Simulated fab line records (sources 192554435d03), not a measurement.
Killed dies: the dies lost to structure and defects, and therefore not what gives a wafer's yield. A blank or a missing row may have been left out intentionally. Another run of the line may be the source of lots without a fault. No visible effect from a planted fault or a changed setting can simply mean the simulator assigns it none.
A struck lot beside a sound one | flow n5_finfet | 16 steps out of a route of 1938
Sound: these wafers, L347.3, L347.5, L347.6. Struck: wafer L335.6 (left out: L335.1, a lot-mate that was not struck); the cause follows at the end.
For every step that has rows: the tool of each side, followed by ch and its chambers, followed by its first start. Under that, the readings that differ: sound wafers | struck wafers | difference of the means | sigmas: that difference in standard deviations of wafers without a fault.
alike: same words and numbers on both sides, and readings whose means sit less than 2 such deviations apart. not compared: any withheld reading, any reading some wafer has no value for, any bound like >300 that may hide the same value, and any number with overlapping values for which the record gives no deviation.
The two part at a step that has a row with sigmas, a row that says differs or no value, or rows on one side only. Numbers that have no deviation but don't overlap get no sigmas and don't part them. A reading that every wafer of one side lacks parts them only if that side has two wafers or more.

N5_BEOL_M3_DESCUM_33: chemistry O2, time 7 s.
  sound on rie_diel-01 ch 0,1,3, day 12 20:56; struck on rie_diel-03 ch 2, day 9 10:44
  reading            | sound             | struck | difference | sigmas
  rf_fwd_power_W (W) | 49.31 49.05 49.57 | 48.69  | -0.62      | -2
  alike: chamber_pressure_mTorr, drypump_motor_current_A, oes_product_au, rf_vpp_V, showerhead_plenum_p_Torr, temp_c, throttle_valve_pct
  not compared: rf_hours_counter_h
N5_BEOL_M3_ETCH_77: etches underlayer in N2/H2, target depth 6.5 nm, time 5.2 s.
  sound on rie_diel-01 ch 0,1,3, day 12 20:58; struck on rie_diel-03 ch 2, day 9 10:46
  alike: chamber_pressure_mTorr, drypump_motor_current_A, etch_rf_on_time_s, oes_product_au, rf_fwd_power_W, rf_vpp_V, showerhead_plenum_p_Torr, throttle_valve_pct
  not compared: rf_hours_counter_h
then, 3 steps without rows for these wafers: N5_BEOL_M3_ETCH_69 (etches SiARC in CF4, target depth 15.6 nm, time 26 s); N5_BEOL_M3_ALD_98 (deposits SiO2, target thk 2.5 nm, pulse time 1 s, co reactant pulse time 1 s); N5_BEOL_M3_ETCHBACK_99 (etches SiO2 in CHF3, target depth 5 nm, time 10.4 s).
N5_BEOL_M3_ETCH_70: etches SOC in N2/H2, target depth 80 nm, overetch 16 nm, time 120 s.
  sound on rie_diel-03 ch 0,1, day 13 13:24; struck on rie_diel-01 ch 3, day 9 16:04
  reading                | sound             | struck | difference | sigmas
  rf_fwd_power_W (W)     | 839.6 833.9 839.0 | 830.4  | -7.1       | -3
  throttle_valve_pct (%) | 18.1 18.1 17.3    | 17.2   | -0.6       | -2
  alike: chamber_pressure_mTorr, drypump_motor_current_A, oes_product_au, rf_vpp_V, showerhead_plenum_p_Torr, temp_c
  not compared: rf_hours_counter_h
then, 2 steps without rows for these wafers: N5_BEOL_M3_STRIP_71 (strips in N2/H2); N5_BEOL_M3_STRIP_78 (strips in N2/H2).
N5_BEOL_M3_VIA_ETCH_34: etches the open film in C4F6/O2, target depth 69.4 nm, time 65.9 s.
  sound on rie_diel-03 ch 0,1, day 13 13:30; struck on rie_diel-01 ch 3, day 9 16:10
  alike: chamber_pressure_mTorr, drypump_motor_current_A, oes_product_au, rf_fwd_power_W, rf_vpp_V, showerhead_plenum_p_Torr, throttle_valve_pct
  not compared: rf_hours_counter_h
then, 1 step without rows for these wafers: N5_BEOL_M3_STRIP_83 (strips in C4F6/O2).
N5_BEOL_M3_STRIP_36: strips in N2/H2.
  sound on rie_diel-03 ch 0,1, day 13 13:34; struck on rie_diel-01 ch 3, day 9 16:14
  alike: chamber_pressure_mTorr, drypump_motor_current_A, oes_product_au, rf_vpp_V, showerhead_plenum_p_Torr, temp_c, throttle_valve_pct
  not compared: rf_hours_counter_h
then, 1 step without rows for these wafers: N5_BEOL_M3_TRENCH_ETCH_37 (etches SiOC in C4F6/O2, target depth 55.555 nm, time 29.2 s).
N5_BEOL_M3_ETCH_41: etches SiCN in CH3F/O2, target depth 29.9 nm, time 52.5 s.
  sound on rie_diel-03 ch 0,1, day 13 13:38; struck on rie_diel-01 ch 3, day 9 16:18
  reading                  | sound             | struck | difference | sigmas
  model.etch.depth_nm (nm) | 20.35 20.24 20.06 | 12.93  | -7.29      |
  alike: chamber_pressure_mTorr, drypump_motor_current_A, oes_product_au, rf_fwd_power_W, rf_vpp_V, showerhead_plenum_p_Torr, throttle_valve_pct
  not compared: rf_hours_counter_h
then, 1 step without rows for these wafers: N5_BEOL_M3_STRIP_97 (strips in N2/H2, time 10 s).
N5_BEOL_M4_RC_MEAS_101:
  sound on prober-02 ch 0, day 14 06:32; struck on prober-01 ch 0, day 10 17:58
  reading       | sound          | struck | difference | sigmas
  DIBL_N (mV/V) | 41.2 36.9 38.1 | 34.0   | -4.7       | -2
  alike: DIBL_P, IOFF_N, IOFF_P, ION_N, ION_P, SS_N, SS_P, VT_N, VT_P
N5_PASSIVATION_PROBE_49:
  rows exist in the record for the sound wafers here (prober-01, day 18 22:49), none for the struck ones

== WHERE THEY PART ==
At N5_BEOL_M3_DESCUM_33 first; at N5_PASSIVATION_PROBE_49 last (within this record only).

WHY: whatever the simulator had introduced
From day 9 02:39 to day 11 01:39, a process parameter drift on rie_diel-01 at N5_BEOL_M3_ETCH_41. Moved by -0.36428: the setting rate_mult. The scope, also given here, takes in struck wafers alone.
